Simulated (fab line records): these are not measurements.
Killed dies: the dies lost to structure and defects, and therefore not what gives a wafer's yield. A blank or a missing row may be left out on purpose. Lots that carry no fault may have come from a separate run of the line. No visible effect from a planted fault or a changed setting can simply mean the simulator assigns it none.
Which tool did it?	flow n5 finfet	Sampling: 24 lots, 72 wafers, 4 of 1938 route steps

== WHAT EACH GAUGE READ, for each wafer ==
N5_ILD0_THK_MEAS_13.
lot	measured	on	thk nm (nm)
L074	day 3 20:15	film metro-02	16.9 17.8 16.7
L075	day 3 23:29	film metro-01	17.8 14.8 15.6
L076	day 4 06:16	film metro-01	17.5 17.9 15.3
L077	day 4 11:12	film metro-02	17.5 16.5 18.9
L078	day 4 20:16	film metro-01	17.1 14.1 16.3
L079	day 5 01:43	film metro-02	19.1 15.8 16.6
L080	day 5 04:43	film metro-02	16.0 19.4 16.7
L081	day 5 13:09	film metro-02	17.8 17.9 18.5
L082	day 5 17:00	film metro-01	18.7 15.2 16.5
L083	day 5 21:43	film metro-02	19.4 18.4 17.7
L084	day 6 04:10	film metro-01	18.6 15.2 17.7
L085	day 6 12:46	film metro-01	19.4 17.7 18.5
L086	day 6 16:10	film metro-01	16.2 17.2 18.1
L087	day 6 23:02	film metro-02	16.6 17.7 14.5
L088	day 7 04:27	film metro-01	17.5 17.2 15.8
L089	day 7 09:50	film metro-01	16.7 19.3 16.9
L090	day 7 19:22	film metro-02	18.6 15.3 15.1
L091	day 7 21:05	film metro-01	16.7 16.0 15.0
L092	day 8 04:07	film metro-02	16.9 18.2 15.2
L093	day 8 09:11	film metro-02	19.1 18.3 18.6
L094	day 8 20:32	film metro-02	17.0 19.7 17.6
L095	day 8 23:58	film metro-02	19.5 17.1 17.8
L096	day 9 06:46	film metro-02	17.5 17.1 18.8
L097	day 9 15:21	film metro-02	17.6 18.6 17.2

N5_ILD0_INSPECT_06: inspects for defects (darkfield).
lot	measured	on	raw defect count
L074	day 3 20:16	defect inspect-01	42 40 37
L075	day 3 23:30	defect inspect-02	11 21 27
L076	day 4 06:18	defect inspect-01	63 41 34
L077	day 4 11:14	defect inspect-01	23 22 39
L078	day 4 20:17	defect inspect-01	54 87 44
L079	day 5 01:45	defect inspect-01	22 14 35
L080	day 5 04:44	defect inspect-02	43 53 39
L081	day 5 13:10	defect inspect-01	22 30 24
L082	day 5 17:02	defect inspect-02	48 48 25
L083	day 5 21:44	defect inspect-02	37 29 13
L084	day 6 04:11	defect inspect-02	38 37 27
L085	day 6 12:47	defect inspect-02	34 40 63
L086	day 6 16:12	defect inspect-02	22 33 38
L087	day 6 23:04	defect inspect-01	28 25 40
L088	day 7 04:29	defect inspect-02	32 53 26
L089	day 7 09:51	defect inspect-02	44 61 35
L090	day 7 19:23	defect inspect-01	41 32 35
L091	day 7 21:07	defect inspect-02	55 50 46
L092	day 8 04:09	defect inspect-02	38 13 40
L093	day 8 09:12	defect inspect-01	24 28 26
L094	day 8 20:34	defect inspect-02	31 34 58
L095	day 9 00:00	defect inspect-02	29 45 35
L096	day 9 06:47	defect inspect-02	72 46 50
L097	day 9 15:23	defect inspect-02	35 35 29

N5_SDB_CD_MEAS_11: target cd 50 nm.
lot	measured	on	cd nm (nm)
L074	day 3 20:47	cd sem-03	50.2 47.7 49.3
L075	day 3 23:52	cd sem-02	53.1 50.7 50.9
L076	day 4 06:47	cd sem-01	50.0 51.6 51.1
L077	day 4 11:43	cd sem-02	49.5 51.2 50.7
L078	day 4 20:46	cd sem-02	49.9 53.3 51.4
L079	day 5 02:07	cd sem-01	49.0 49.2 50.0
L080	day 5 05:13	cd sem-01	52.5 48.1 48.4
L081	day 5 13:34	cd sem-03	48.9 50.3 47.5
L082	day 5 17:31	cd sem-01	51.3 49.9 50.4
L083	day 5 22:07	cd sem-03	50.5 49.7 50.0
L084	day 6 04:33	cd sem-03	51.6 51.8 50.5
L085	day 6 13:09	cd sem-03	50.2 49.1 50.6
L086	day 6 16:34	cd sem-01	50.2 49.7 49.0
L087	day 6 23:35	cd sem-01	48.5 47.6 49.5
L088	day 7 04:58	cd sem-01	50.3 49.8 52.4
L089	day 7 10:20	cd sem-03	48.3 51.3 51.2
L090	day 7 19:53	cd sem-01	46.8 49.7 49.4
L091	day 7 21:37	cd sem-01	50.6 51.1 52.2
L092	day 8 04:38	cd sem-01	50.9 49.9 51.2
L093	day 8 09:41	cd sem-03	50.4 48.8 53.1
L094	day 8 20:56	cd sem-01	49.5 50.5 51.8
L095	day 9 00:29	cd sem-03	48.3 50.6 49.4
L096	day 9 07:19	cd sem-02	53.1 51.2 51.2
L097	day 9 15:53	cd sem-03	49.5 50.6 49.8

== WHAT TOOL EACH LOT RAN ON (gives the tool, then ch and the chambers of the sampled wafers, and finally the start) ==
lot	N5_SPACER0_ALD_08
L074	ald sin-04 ch 1,2,3, day 3 01:17
L075	ald sin-02 ch 1,2, day 3 06:10
L076	ald sin-01 ch 0,2,3, day 3 13:22
L077	ald sin-04 ch 2,3, day 3 19:02
L078	ald sin-04 ch 0,1,3, day 4 02:37
L079	ald sin-01 ch 0,1,2, day 4 07:19
L080	ald sin-01 ch 1,2,3, day 4 11:32
L081	ald sin-01 ch 0,2, day 4 20:11
L082	ald sin-01 ch 1,2,3, day 5 00:46
L083	ald sin-01 ch 0,2, day 5 05:32
L084	ald sin-04 ch 1,2,3, day 5 12:03
L085	ald sin-04 ch 0,1,3, day 5 18:41
L086	ald sin-01 ch 2,3, day 6 00:02
L087	ald sin-02 ch 1,2,3, day 6 06:34
L088	ald sin-04 ch 0,1,3, day 6 10:31
L089	ald sin-02 ch 0,1,3, day 6 17:39
L090	ald sin-02 ch 0,1,3, day 7 01:40
L091	ald sin-01 ch 2,3, day 7 05:12
L092	ald sin-04 ch 1,2,3, day 7 11:26
L093	ald sin-01 ch 0,1,2, day 7 16:20
L094	ald sin-02 ch 0,3, day 8 01:32
L095	ald sin-04 ch 0,3, day 8 07:46
L096	ald sin-02 ch 0,1,2, day 8 12:02
L097	ald sin-02 ch 1,2,3, day 8 22:56
- N5_SPACER0_ALD_08: deposits SiNx, target thk 2 nm.

== WHAT THE TOOLS THEMSELVES READ (means of the sampled wafers that have a number; where no wafer has one, the mark that the record gives instead) ==
N5_SPACER0_ALD_08.
lot	tool	heater power w (W)
L074	ald sin-04	837
L075	ald sin-02	825
L076	ald sin-01	853
L077	ald sin-04	821
L078	ald sin-04	849
L079	ald sin-01	785
L080	ald sin-01	823
L081	ald sin-01	823
L082	ald sin-01	812
L083	ald sin-01	817
L084	ald sin-04	829
L085	ald sin-04	834
L086	ald sin-01	873
L087	ald sin-02	826
L088	ald sin-04	826
L089	ald sin-02	817
L090	ald sin-02	818
L091	ald sin-01	863
L092	ald sin-04	823
L093	ald sin-01	789
L094	ald sin-02	831
L095	ald sin-04	831
L096	ald sin-02	832
L097	ald sin-02	821

== THE ANSWER, worked out from the rows above alone ==
Rule: usual is defined by the lots themselves. The widest of any qualifying gaps counts: lots, ordered by their means at a reading, are off when they make up no more than a third of the lots, leave a main group of 4 or more, and stand apart from it by 3 or more times the standard deviation of that group's means. A main group whose means are all the same, to the digits that the tables above print for the reading, isn't used. Also off: a lot with no number at a reading for which 4 or more lots have one. All remaining lots with rows at the step are treated as sound. Order of review: gauges by route order, followed by the tools' own readings, for which a lot's mean as printed above is used. The first step at which some lot is off is used, and at that step the reading that is off furthest; a lot without a number counts as furthest.
None of the lots is off at any reading shown; this tells nothing.

== WHAT THE SIMULATOR HAD INSERTED ==
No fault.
